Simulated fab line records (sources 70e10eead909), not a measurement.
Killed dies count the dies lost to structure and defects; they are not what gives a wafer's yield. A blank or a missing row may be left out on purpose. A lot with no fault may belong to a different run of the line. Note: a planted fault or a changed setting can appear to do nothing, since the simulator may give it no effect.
Which tool was responsible? -- flow nand-harc -- 6 lots, 18 wafers sampled, at 4 steps of a route of 1159

## WHAT EACH GAUGE READ, for each wafer
NHARC_END_SORT_01.
lot,measured,on,killed-at-periphery
L763,day 21 07:53,prober-01,4 3 3
L766,day 21 16:32,prober-01,2 0 0
L771,day 22 08:08,prober-01,6 2 5
L773,day 24 12:33,prober-02,2 4 3
L777,day 25 03:20,prober-01,1 0 2
L781,day 25 19:44,prober-01,0 2 0

## WHICH TOOL RAN EACH LOT (tool, then ch and the chambers of the sampled wafers, then the start)
lot,NHARC_P_M1_PVD_21,NHARC_THIN_TSV_DESCUM_14,NHARC_THIN_TSV_DEP_47
L763,"pvd-sputter-02, day 6 13:47","rie-diel-10 ch 0,1, day 19 18:42","pecvd-02 ch 0,2, day 19 20:23"
L766,"pvd-sputter-01, day 7 11:38","rie-diel-10 ch 0,1,3, day 20 15:56","pecvd-01 ch 0,1, day 20 17:57"
L771,"pvd-sputter-03, day 8 11:27","rie-diel-02 ch 1,2,3, day 21 17:52","pecvd-01 ch 0,1, day 21 19:37"
L773,"pvd-sputter-01, day 10 13:37","rie-diel-10 ch 0,1,2, day 23 19:41","pecvd-03 ch 1,2, day 23 21:36"
L777,"pvd-sputter-01, day 10 22:02","rie-diel-01 ch 0,1,2, day 24 11:15","pecvd-03 ch 1,2, day 24 13:02"
L781,"pvd-sputter-03, day 11 03:46","rie-diel-10 ch 1,2, day 25 00:21","pecvd-01 ch 1,2, day 25 02:26"
- NHARC_P_M1_PVD_21: deposits Cu, target thk 30 nm, time 20.49 s.
- NHARC_THIN_TSV_DESCUM_14: chemistry O2, time 3 s.
- NHARC_THIN_TSV_DEP_47: deposits SiO2, target thk 200 nm.

## THE ANSWER, worked out from the rows above alone
Rule: the lots themselves supply what counts as usual. The widest of any qualifying gaps counts: lots, ordered by their means at a reading, are off when they make up no more than a third of the lots, leave a main group of 4 or more, and stand apart from it by 3 or more times the standard deviation of that group's means. A main group whose means are all the same, to the digits that the tables above print for the reading, isn't used. Also off: a lot with no number at a reading for which 4 or more lots have one. The other lots that the step has rows for count as sound.
Nothing can be told from this: no lot is off at any reading shown.

## WHAT THE SIMULATOR HAD PUT IN
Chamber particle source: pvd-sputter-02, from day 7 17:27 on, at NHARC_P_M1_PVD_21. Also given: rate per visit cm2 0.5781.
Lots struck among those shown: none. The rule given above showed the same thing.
